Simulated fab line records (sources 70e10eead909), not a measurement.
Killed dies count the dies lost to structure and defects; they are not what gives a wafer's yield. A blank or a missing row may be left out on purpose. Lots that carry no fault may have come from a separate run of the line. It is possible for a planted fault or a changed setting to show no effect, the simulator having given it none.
fab line records | flow nand-harc
record: lots: 13 | wafers: 39 | last-day: 24
route steps=1159 shown P_GATE@148 END@1159
lots untouched by any fault: they come from a run of this same line in which no faults occurred
start-h: hours from the record's opening day to when the first of the lot's shown wafers began | wait-h: hours elapsed since this lot's preceding step | " repeats the value in the row above | L1.1+2: one row covering several wafers at once | - no value, or no start was given | * or withheld: withheld | < > ~ a bound
route shown NAME@n: names a module that has steps shown in the file, with the first one's number in the route | usual: mean and standard deviation over wafers with no fault | same: alike in all rows | chamber/n: place in a boat | sites: readings site by site | _std_site: how widely they spread, as a standard deviation | _edge_site: the outer-site mean with the inner-site mean subtracted | radius-mm: how far each site lies from the wafer's centre | mask NAME#n: copy n | behind: the tool/chamber that last shaped the wafer | hold: the reason the lot was held/the length of the hold in hours/how it ended | device: the transistor (n, p or np) that didn't switch | end of line: tests of these same wafers at the route's end | where a step has no rows: the recipe by itself | killed: not the wafer's yield, but the dies lost to structure and defects at the first sort | map: a wafer's dies, x killed, . not, _ none there
set.NAME: the setting the step ran with; set.NAME@STEP: the setting that earlier step ran with | model.NAME: the simulator's own value behind a step, which no gauge read
one table for each step of the route and one row for each wafer, over a sample of lots
services: a tool's chamber out of use, with start hour (start-h, from the record's first day; less than 0 if before it), hours out, and reason
== steps ==
step: NHARC_P_GATE_ETCH_114
recipe: target-depth-a: 300 | overetch-a: 30 | time-s: 16.5 | ion-energy-ev: 100 | cf4-flow-sccm: 80 | o2-flow-sccm: 20 | ar-flow-sccm: 0 | rf-w: 300 | bias-w: 100 | chemistry: CF4/O2
usual: drypump-motor-current-A: 5.7/0.46 | oes-product-au: 0.997/0.0086 | rf-fwd-power-W: 294.2/1.6 | rf-vpp-V: 197.7/1.6 | showerhead-plenum-p-Torr: 1.33/0.066 | throttle-valve-pct: 13.397/0.0089
lot.wafer | tool        | chamber | start-h | wait-h | drypump-motor-current-A | oes-product-au | rf-fwd-power-W | rf-hours-counter-h | rf-vpp-V | showerhead-plenum-p-Torr | throttle-valve-pct
L300.1    | rie-diel-06 | 0       | -       | -      | 5.5                     | 0.988          | 293.2          | 5                  | 195.0    | 1.24                     | 13.401
L300.4    | "           | 1       | "       | "      | 5.4                     | 0.999          | 295.1          | 4                  | 199.2    | 1.35                     | 13.405
L300.6    | "           | 0       | "       | "      | 5.5                     | 0.996          | 291.9          | -                  | 196.9    | 1.24                     | 13.385
L301.4    | rie-diel-06 | 0       | -       | -      | 5.5                     | 0.979          | 292.1          | 7                  | 195.5    | 1.24                     | 13.403
L301.1    | "           | 1       | "       | "      | 5.4                     | 0.998          | 295.1          | 6                  | 198.1    | 1.35                     | 13.406
L301.2    | "           | 2       | "       | "      | 5.3                     | 0.992          | 293.2          | 6                  | 199.1    | 1.43                     | 13.391
L305.3    | rie-diel-06 | 2       | -       | -      | 5.3                     | 1.016          | 292.1          | 9                  | 200.1    | 1.43                     | 13.394
L305.6    | "           | 2       | "       | "      | 5.3                     | 0.996          | 292.1          | -                  | 200.9    | 1.43                     | 13.406
L305.5    | "           | 3       | "       | "      | 6.4                     | 1.000          | 294.8          | -                  | 196.6    | 1.33                     | 13.400
L303.3    | rie-diel-06 | 3       | -       | -      | 6.4                     | 0.992          | 296.1          | 10                 | 198.3    | 1.33                     | 13.400
L303.5    | "           | 3       | "       | "      | 6.4                     | 0.994          | 296.2          | -                  | 197.3    | 1.33                     | 13.399
L303.6    | "           | 1       | "       | "      | 5.4                     | 0.997          | 294.6          | -                  | 197.7    | 1.35                     | 13.395
L306.1    | rie-diel-06 | 2       | -       | -      | 5.3                     | 0.994          | 292.7          | 10                 | 199.4    | 1.43                     | 13.398
L306.3    | "           | 3       | "       | "      | 6.4                     | 0.985          | 295.9          | 12                 | 197.7    | 1.33                     | 13.395
L306.5    | "           | 2       | "       | "      | 5.3                     | 0.997          | 292.4          | -                  | 200.1    | 1.43                     | 13.400
L307.2    | rie-diel-11 | 0       | -       | -      | 6.5                     | 0.989          | 294.4          | 31                 | 197.1    | 1.24                     | 13.382
L307.3    | "           | 2       | "       | "      | 5.9                     | 1.007          | 292.6          | 37                 | 194.5    | 1.24                     | 13.388
L307.5    | "           | 0       | "       | "      | 6.5                     | 0.988          | 293.5          | -                  | 196.2    | 1.24                     | 13.397
L308.4    | rie-diel-11 | 0       | -       | -      | 6.5                     | 0.983          | 294.3          | 36                 | 195.4    | 1.24                     | 13.389
L308.1    | "           | 2       | "       | "      | 5.9                     | 1.002          | 295.1          | 42                 | 195.4    | 1.24                     | 13.391
L308.5    | "           | 1       | "       | "      | 5.9                     | 0.993          | 292.9          | -                  | 197.1    | 1.28                     | 13.401
L312.4    | rie-diel-06 | 0       | -       | -      | 5.5                     | 1.002          | 291.9          | 16                 | 193.9    | 1.24                     | 13.408
L312.2    | "           | 2       | "       | "      | 5.3                     | 1.002          | 293.6          | 18                 | 200.4    | 1.43                     | 13.378
L312.6    | "           | 0       | "       | "      | 5.5                     | 1.000          | 292.7          | -                  | 195.6    | 1.24                     | 13.386
L314.1    | rie-diel-09 | 3       | -       | -      | 5.7                     | 0.997          | 294.7          | 35                 | 197.4    | 1.26                     | 13.401
L314.6    | "           | 3       | "       | "      | 5.7                     | 1.002          | 293.3          | -                  | 197.1    | 1.26                     | 13.408
L314.5    | "           | 0       | "       | "      | 5.4                     | 0.996          | 292.8          | -                  | 196.5    | 1.32                     | 13.393
L317.3    | rie-diel-09 | 0       | -       | -      | 5.4                     | 0.990          | 291.6          | 33                 | 197.6    | 1.32                     | 13.398
L317.2    | "           | 1       | "       | "      | 4.8                     | 0.997          | 294.0          | 33                 | 198.9    | 1.40                     | 13.379
L317.1    | "           | 3       | "       | "      | 5.7                     | 0.994          | 292.1          | 36                 | 194.4    | 1.26                     | 13.404
L321.2    | rie-diel-11 | 3       | -       | -      | 5.5                     | 0.986          | 295.6          | 5                  | 198.9    | 1.38                     | 13.396
L321.5    | "           | 0       | "       | "      | 6.5                     | 0.976          | 292.8          | -                  | 199.3    | 1.44                     | 13.403
L321.6    | "           | 1       | "       | "      | 5.9                     | 0.996          | 294.5          | -                  | 197.5    | 1.27                     | 13.398
L322.3    | rie-diel-11 | 3       | -       | -      | 5.5                     | 0.998          | 295.8          | 8                  | 198.0    | 1.38                     | 13.411
L322.6    | "           | 3       | "       | "      | 5.5                     | 0.991          | 294.8          | -                  | 200.0    | 1.38                     | 13.396
L322.5    | "           | 0       | "       | "      | 6.5                     | 0.990          | 292.1          | -                  | 200.5    | 1.44                     | 13.400
L323.2    | rie-diel-06 | 0       | -       | -      | 5.5                     | 0.988          | 291.8          | 28                 | 196.7    | 1.24                     | 13.406
L323.1    | "           | 1       | "       | "      | 5.4                     | 0.993          | 294.9          | 29                 | 198.1    | 1.35                     | 13.395
L323.4    | "           | 3       | "       | "      | 6.4                     | 0.985          | 294.8          | 31                 | 198.9    | 1.33                     | 13.382
step: NHARC_P_GATE_PEB_44
recipe: peb-temp-c: 118 | peb-time-s: 85
usual: heater-power-total-W: 163.99/0.29 | plate-temp-C: 117.99/0.15
lot.wafer | tool           | chamber | start-h | wait-h | heater-power-total-W | plate-temp-C
L300.1    | litho-track-02 | 0       | 104.79  | 0.1    | 164.14               | 118.09
L300.4    | "              | 0       | "       | "      | 163.85               | 118.19
L300.6    | "              | 0       | "       | "      | 163.69               | 118.10
L301.1    | litho-track-02 | 0       | 115.32  | 0.1    | 163.96               | 118.13
L301.2    | "              | 0       | "       | "      | 164.13               | 118.02
L301.4    | "              | 0       | "       | "      | 164.24               | 118.03
L305.3    | litho-track-07 | 0       | 124.95  | 0.1    | 163.70               | 118.10
L305.5    | "              | 0       | "       | "      | 164.02               | 117.98
L305.6    | "              | 0       | "       | "      | 164.09               | 118.02
L303.3    | litho-track-05 | 0       | 131.48  | 0.1    | 163.70               | 118.13
L303.5    | "              | 0       | "       | "      | 163.66               | 118.23
L303.6    | "              | 0       | "       | "      | 164.41               | 117.97
L306.1    | litho-track-05 | 0       | 137.98  | 0.1    | 163.71               | 118.02
L306.3    | "              | 0       | "       | "      | 164.39               | 118.02
L306.5    | "              | 0       | "       | "      | 164.02               | 118.02
L307.2    | litho-track-07 | 0       | 138.72  | 0.1    | 164.31               | 117.74
L307.3    | "              | 0       | "       | "      | 163.61               | 117.87
L307.5    | "              | 0       | "       | "      | 163.65               | 117.91
L308.1    | litho-track-02 | 0       | 154.99  | 0.1    | 163.75               | 118.43
L308.4    | "              | 0       | "       | "      | 164.44               | 118.23
L308.5    | "              | 0       | "       | "      | 163.77               | 118.47
L312.2    | litho-track-05 | 0       | 182.12  | 0.1    | 162.83               | 117.03
L312.4    | "              | 0       | "       | "      | 162.81               | 117.15
L312.6    | "              | 0       | "       | "      | 162.92               | 117.27
L314.1    | litho-track-05 | 0       | 193.28  | 0.1    | 163.01               | 117.20
L314.5    | "              | 0       | "       | "      | 162.39               | 117.20
L314.6    | "              | 0       | "       | "      | 162.90               | 117.23
L317.1    | litho-track-07 | 0       | 199.91  | 0.1    | 164.22               | 117.98
L317.2    | "              | 0       | "       | "      | 164.01               | 117.90
L317.3    | "              | 0       | "       | "      | 164.31               | 118.27
L321.2    | litho-track-02 | 0       | 223.20  | 0.1    | 164.17               | 117.71
L321.5    | "              | 0       | "       | "      | 164.29               | 117.76
L321.6    | "              | 0       | "       | "      | 163.76               | 117.84
L322.3    | litho-track-02 | 0       | 234.91  | 0.1    | 164.36               | 117.81
L322.5    | "              | 0       | "       | "      | 164.18               | 117.80
L322.6    | "              | 0       | "       | "      | 164.22               | 117.86
L323.1    | litho-track-02 | 0       | 239.15  | 0.1    | 163.70               | 118.02
L323.2    | "              | 0       | "       | "      | 163.77               | 118.11
L323.4    | "              | 0       | "       | "      | 164.40               | 118.12
step: NHARC_P_GATE_STRIP_111
recipe: power-w: 1500 | temp-c: 110 | time-s: 250 | chemistry: N2/H2
usual: drypump-motor-current-A: 5.6/0.42 | heater-power-w: 82/11 | rf-refl-power-W: 25/16
lot.wafer | tool            | chamber | start-h | wait-h | drypump-motor-current-A | heater-power-w | rf-hours-counter-h | rf-refl-power-W
L300.1    | plasma-asher-02 | 0       | 105.42  | 0.2    | 5.2                     | 78             | 29                 | 50
L300.4    | "               | 1       | "       | "      | 5.8                     | 83             | -                  | 9
L300.6    | "               | 1       | "       | "      | 5.8                     | 80             | -                  | 9
L301.1    | plasma-asher-02 | 1       | 115.97  | 0.2    | 5.8                     | 81             | 32                 | 9
L301.2    | "               | 0       | "       | "      | 5.2                     | 80             | 32                 | 50
L301.4    | "               | 1       | "       | "      | 5.8                     | 81             | -                  | 9
L305.3    | plasma-asher-01 | 1       | 125.67  | 0.2    | 6.1                     | 97             | -                  | 30
L305.6    | "               | 1       | "       | "      | 6.1                     | 100            | -                  | 30
L305.5    | "               | 0       | "       | "      | 5.1                     | 68             | -                  | 14
L303.3    | plasma-asher-01 | 1       | 132.20  | 0.2    | 6.1                     | 99             | -                  | 30
L303.6    | "               | 1       | "       | "      | 6.2                     | 101            | -                  | 30
L303.5    | "               | 0       | "       | "      | 5.1                     | 68             | -                  | 14
L306.1    | plasma-asher-01 | 1       | 138.59  | 0.2    | 6.1                     | 101            | 10                 | 30
L306.3    | "               | 0       | "       | "      | 5.1                     | 70             | -                  | 14
L306.5    | "               | 1       | "       | "      | 6.1                     | 99             | -                  | 31
L307.2    | plasma-asher-02 | 1       | 139.39  | 0.2    | 5.8                     | 81             | 40                 | 9
L307.3    | "               | 0       | "       | "      | 5.3                     | 80             | -                  | 49
L307.5    | "               | 0       | "       | "      | 5.3                     | 79             | -                  | 49
L308.1    | plasma-asher-02 | 1       | 155.69  | 0.3    | 5.8                     | 81             | 48                 | 9
L308.4    | "               | 0       | "       | "      | 5.3                     | 79             | -                  | 49
L308.5    | "               | 1       | "       | "      | 5.8                     | 81             | -                  | 9
L312.2    | plasma-asher-02 | 0       | 182.79  | 0.2    | 5.3                     | 80             | 54                 | 49
L312.4    | "               | 1       | "       | "      | 5.8                     | 81             | -                  | 9
L312.6    | "               | 1       | "       | "      | 5.8                     | 80             | -                  | 9
L314.1    | plasma-asher-01 | 0       | 193.95  | 0.2    | 5.1                     | 70             | 29                 | 13
L314.5    | "               | 1       | "       | "      | 6.1                     | 101            | -                  | 30
L314.6    | "               | 0       | "       | "      | 5.1                     | 68             | -                  | 14
L317.2    | plasma-asher-01 | 1       | 200.53  | 0.2    | 6.1                     | 97             | 34                 | 29
L317.1    | "               | 0       | "       | "      | 5.1                     | 70             | 34                 | 12
L317.3    | "               | 1       | "       | "      | 6.2                     | 97             | -                  | 29
L321.2    | plasma-asher-02 | 0       | 223.84  | 0.2    | 5.2                     | 80             | 11                 | 49
L321.5    | "               | 0       | "       | "      | 5.3                     | 78             | -                  | 49
L321.6    | "               | 1       | "       | "      | 5.8                     | 80             | -                  | 9
L322.3    | plasma-asher-02 | 0       | 235.70  | 0.3    | 5.3                     | 79             | -                  | 49
L322.5    | "               | 1       | "       | "      | 5.8                     | 79             | -                  | 8
L322.6    | "               | 0       | "       | "      | 5.3                     | 76             | -                  | 50
L323.1    | plasma-asher-01 | 1       | 239.77  | 0.2    | 6.2                     | 98             | 44                 | 30
L323.2    | "               | 0       | "       | "      | 5.1                     | 69             | 44                 | 14
L323.4    | "               | 1       | "       | "      | 6.2                     | 98             | -                  | 31
step: NHARC_P_GATE_CD_MEAS_59
recipe: target-cd-nm: 720 | landing-energy-ev: 500
usual: cd-nm: 720.7/1.6
lot.wafer | tool      | chamber | start-h | wait-h | cd-nm
L300.1    | cd-sem-02 | 0       | 106.65  | -      | 721.7
L300.4    | "         | 0       | "       | "      | 722.0
L300.6    | "         | 0       | "       | "      | 720.3
L301.1    | cd-sem-03 | 0       | 117.07  | -      | 721.8
L301.2    | "         | 0       | "       | "      | 719.4
L301.4    | "         | 0       | "       | "      | 719.7
L305.3    | cd-sem-01 | 0       | 126.82  | -      | 721.4
L305.5    | "         | 0       | "       | "      | 721.0
L305.6    | "         | 0       | "       | "      | 717.9
L303.3    | cd-sem-03 | 0       | 133.33  | -      | 722.3
L303.5    | "         | 0       | "       | "      | 724.7
L303.6    | "         | 0       | "       | "      | 721.1
L306.1    | cd-sem-01 | 0       | 139.82  | -      | 722.0
L306.3    | "         | 0       | "       | "      | 720.6
L306.5    | "         | 0       | "       | "      | 720.8
L307.2    | cd-sem-03 | 0       | 140.57  | -      | 717.7
L307.3    | "         | 0       | "       | "      | 720.9
L307.5    | "         | 0       | "       | "      | 720.7
L308.1    | cd-sem-01 | 0       | 156.89  | -      | 718.8
L308.4    | "         | 0       | "       | "      | 722.5
L308.5    | "         | 0       | "       | "      | 719.5
L312.2    | cd-sem-01 | 0       | 184.02  | -      | 722.0
L312.4    | "         | 0       | "       | "      | 721.7
L312.6    | "         | 0       | "       | "      | 722.6
L314.1    | cd-sem-02 | 0       | 194.99  | -      | 719.4
L314.5    | "         | 0       | "       | "      | 721.8
L314.6    | "         | 0       | "       | "      | 717.3
L317.1    | cd-sem-03 | 0       | 201.68  | -      | 721.2
L317.2    | "         | 0       | "       | "      | 719.2
L317.3    | "         | 0       | "       | "      | 721.3
L321.2    | cd-sem-02 | 0       | 225.08  | -      | 720.6
L321.5    | "         | 0       | "       | "      | 719.7
L321.6    | "         | 0       | "       | "      | 721.7
L322.3    | cd-sem-03 | 0       | 236.81  | -      | 719.0
L322.5    | "         | 0       | "       | "      | 720.6
L322.6    | "         | 0       | "       | "      | 719.0
L323.1    | cd-sem-02 | 0       | 241.00  | -      | 717.8
L323.2    | "         | 0       | "       | "      | 722.2
L323.4    | "         | 0       | "       | "      | 720.5
step: NHARC_END_SORT_01
recipe: temp-c: 25
usual: killed-at-array: 29/11 | killed-at-other: 0.7/1.1 | killed-at-periphery: 2.9/2.2 | killed-dies: 33/11 | killed-open: 3.1/1.8 | killed-short: 1.9/1.4
same: gross-dies: 677
lot.wafer | tool      | chamber | start-h | wait-h | killed-at-array | killed-at-other | killed-at-periphery | killed-dies | killed-open | killed-short
L312.2    | prober-01 | 0       | 506.67  | 2.8    | 18              | 0               | 2                   | 20          | 2           | 1
L312.4    | prober-01 | 0       | 508.25  | 3.4    | 19              | 0               | 2                   | 21          | 5           | 1
L312.6    | prober-01 | 0       | 509.84  | 4.0    | 29              | 0               | 1                   | 30          | 2           | 2
killed by level:class
L312.2 A_CHANNEL_HOLE_D1:chamber-film-flake=10 A_CONTACT:chamber-film-flake=3 A_STAIRCASE:chamber-film-flake=2 P_CONTACT:geometric-particle:short=1 P_M1:geometric-particle:open=1 A_WL_FILL:geometric-particle:open=1 A_CHANNEL_FILL_D1:chamber-film-flake=1 A_SLIT:chamber-film-flake=1
L312.4 A_CHANNEL_HOLE_D1:chamber-film-flake=11 A_CONTACT:geometric-particle:open=2 A_STAIRCASE:chamber-film-flake=2 P_M0:geometric-particle:open=1 P_M2:geometric-particle:open=1 A_CONTACT:geometric-particle:short=1 A_M0:geometric-particle:open=1 A_CHANNEL_FILL_D1:chamber-film-flake=1
L312.6 A_CHANNEL_HOLE_D1:chamber-film-flake=22 A_CHANNEL_FILL_D1:chamber-film-flake=3 P_M0:geometric-particle:open=1 A_ONON_D1:geometric-particle:short=1 A_SGD_CUT:geometric-particle:short=1 A_CONTACT:geometric-particle:open=1 A_STAIRCASE:chamber-film-flake=1
== services ==
tool            | chamber | start-h | hours | kind
rie-diel-06     | 0       | 73.20   | -     | clean
rie-diel-06     | 1       | 73.20   | -     | clean
rie-diel-06     | 2       | 73.20   | -     | clean
rie-diel-06     | 3       | 73.20   | -     | clean
rie-diel-09     | -       | 77.16   | 9.0   | pm
rie-diel-06     | 0       | 97.70   | -     | clean
rie-diel-06     | 1       | 97.70   | -     | clean
rie-diel-06     | 2       | 97.70   | -     | clean
plasma-asher-01 | -       | 99.00   | 9.0   | pm
rie-diel-06     | 0       | 105.37  | 14.6  | repair
plasma-asher-01 | -       | 140.72  | 6.7   | repair
plasma-asher-02 | -       | 162.79  | 7.9   | repair
litho-track-02  | -       | 165.00  | 7.0   | pm
rie-diel-11     | 3       | 170.06  | 4.1   | repair
rie-diel-11     | 2       | 178.22  | 28.1  | repair
litho-track-07  | -       | 189.00  | 7.0   | pm
rie-diel-11     | -       | 189.57  | 9.0   | pm
plasma-asher-02 | -       | 189.65  | 9.0   | pm
rie-diel-09     | 0       | 195.54  | 6.6   | repair
rie-diel-09     | 2       | 206.77  | 3.1   | repair
rie-diel-11     | 2       | 215.98  | 7.2   | repair
rie-diel-06     | -       | 221.35  | 1.5   | repair
rie-diel-11     | 3       | 222.43  | 15.8  | repair
litho-track-05  | -       | 237.00  | 7.0   | pm
== key ==
first-sign: step: NHARC_P_GATE_PEB_44 | reading: plate-temp-C | direction: down | sigmas: 5.5 | usual: * | struck: *
effect: step: NHARC_P_GATE_PEB_44 | reading: heater-power-total-W | direction: down | sigmas: 4.1 | usual: * | struck: *
met-at NHARC_P_GATE_PEB_44
struck-lots L312,L314
tester-left-out L312,L314
not-acting-at NHARC_P_GATE_ETCH_114,NHARC_P_GATE_STRIP_111,NHARC_P_GATE_CD_MEAS_59
onset-between 137.98 182.12
fault: kind: process-parameter-drift | tool: litho-track-05 | chamber: - | onset-h: 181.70 | steps: NHARC_P_GATE_PEB_44 | channel: peb-temp-c | offset: * | shape: step | end-h: 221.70 | acts-in: * | stated: *
tester-left-out: of these lots the tester's yield and bins aren't shown, on N5 and GAA mostly nor the transistor test; their killed dies are dies lost to structure and defects alone, not to doping, threshold or leakage, so they don't give the yield
